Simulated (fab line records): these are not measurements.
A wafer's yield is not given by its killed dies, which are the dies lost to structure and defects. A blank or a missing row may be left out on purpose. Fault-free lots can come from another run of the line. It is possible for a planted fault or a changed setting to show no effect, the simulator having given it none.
Chamber matching	flow nand-harc	NHARC_A_CONTACT_ETCH_75 on rie-diel-11 has 4 sister chambers
The step etches the open film in CF4, target depth 39 nm, time 65 s. 14 wafers are shown with their chamber, then 7 later ones without.

== EACH WAFER AND ITS CHAMBER ==
wafer	chamber	showerhead-plenum-p-Torr (Torr)	rf-vpp-V (V)	oes-product-au (a.u.)
L079.1	2	1.70	150.4	1.004
L079.2	3	1.88	153.6	0.981
L079.5	0	1.87	152.5	0.995
L082.1	3	1.88	152.1	0.991
L082.3	0	1.86	150.8	0.996
L082.5	3	1.88	152.7	0.989
L086.2	3	1.87	153.5	1.004
L086.3	0	1.86	153.5	0.998
L086.6	2	1.69	149.7	1.012
L087.1	2	1.69	151.0	1.010
L087.5	0	1.86	152.7	1.001
L087.6	1	1.73	150.2	1.000
L093.2	0	1.85	151.4	1.003
L093.3	2	1.69	150.8	1.007

SIGNATURES (means of the wafers above)
reading	chamber 0	chamber 1	chamber 2	chamber 3	scatter within a chamber
showerhead-plenum-p-Torr	1.8600	1.7300	1.6925	1.8775	0.00592
rf-vpp-V	152.180	150.200	150.475	152.975	0.844
oes-product-au	0.99860	1.00000	1.00825	0.99125	0.00596
Rule: for each reading, subtract the chamber's mean from the wafer's reading, divide by that reading's scatter and square the result; add these up over the readings and take the root, which gives the wafer's distance from the chamber. The wafer belongs to the nearest chamber; if the next one is less than 2 further off, it can't be placed. The scatter: take each reading less its chamber's mean, square it, sum over the shown wafers, divide by the number of wafers less the number of chambers, and take the root.

== WAFERS WHOSE CHAMBER IS MISSING ==
wafer	showerhead-plenum-p-Torr (Torr)	rf-vpp-V (V)	oes-product-au (a.u.)
L093.5	1.69	150.3	1.013
L094.1	1.85	152.5	1.010
L094.3	1.73	150.2	0.987
L094.6	1.85	152.6	1.002
L096.1	1.72	150.9	1.000
L096.3	1.85	150.8	1.007
L096.4	1.68	150.2	0.998

== EACH ONE'S CHAMBER ==
wafer	from the rows above	in truth
L093.5	2	2
L094.1	0	0
L094.3	1	1
L094.6	0	0
L096.1	1	1
L096.3	0	0
L096.4	2	2
Correctly placed: 7 of 7. Left unplaced by these rows: 0. Placed wrongly: 0.
